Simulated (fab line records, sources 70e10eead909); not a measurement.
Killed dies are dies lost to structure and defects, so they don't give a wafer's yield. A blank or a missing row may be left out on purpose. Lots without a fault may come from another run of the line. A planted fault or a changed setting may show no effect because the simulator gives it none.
Chamber matching | flow nand_harc | NHARC_A_CONTACT_DEP_24 on pecvd-01: 3 sister chambers
The step deposits SiO2, target thk 500 nm. 6 wafers are shown with their chamber, then 9 later ones without.

WAFERS WITH THEIR CHAMBER
wafer  | chamber | throttle_valve_pct (%) | heater_power_w (W)
L081.4 | 0       | 15.4                   | 483
L084.5 | 0       | 15.5                   | 518
L087.6 | 1       | 15.9                   | 609
L089.2 | 2       | 16.3                   | 500
L089.4 | 2       | 16.3                   | 494
L089.5 | 1       | 15.8                   | 561

WAFERS WITHOUT THEIR CHAMBER
wafer  | throttle_valve_pct (%) | heater_power_w (W)
L093.2 | 15.8                   | 557
L093.5 | 16.4                   | 478
L093.6 | 15.4                   | 551
L092.2 | 16.6                   | 497
L092.4 | 15.7                   | 518
L092.6 | 16.3                   | 604
L095.2 | 15.9                   | 434
L095.4 | 15.3                   | 564
L095.6 | 15.5                   | 692

WHICH CHAMBER EACH WENT THROUGH
wafer  | from the rows above     | in truth
L093.2 | 1                       | 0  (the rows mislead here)
L093.5 | 2                       | 2
L093.6 | 0                       | 0
L092.2 | 2                       | 2
L092.4 | can't be placed: 1 or 0 | 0
L092.6 | 2                       | 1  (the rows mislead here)
L095.2 | can't be placed: 1 or 2 | 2
L095.4 | 0                       | 0
L095.6 | can't be placed: 1 or 0 | 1
Placed correctly: 4 of 9. Can't be placed from these rows: 3 (the true chamber is among the candidates in 3). Placed wrongly: 2.
How it was worked out, from the rows above alone: a wafer's distance from a chamber is the root of the sum, over the readings, of the square of ((its reading less the chamber's mean) divided by the reading's scatter). The wafer belongs to the nearest chamber; if the next one is less than 2 further off, it can't be placed. A chamber's mean is the mean of its shown wafers. The scatter: the root of (the sum of the squares of (reading less its chamber's mean) over the shown wafers, divided by (wafers less chambers)).
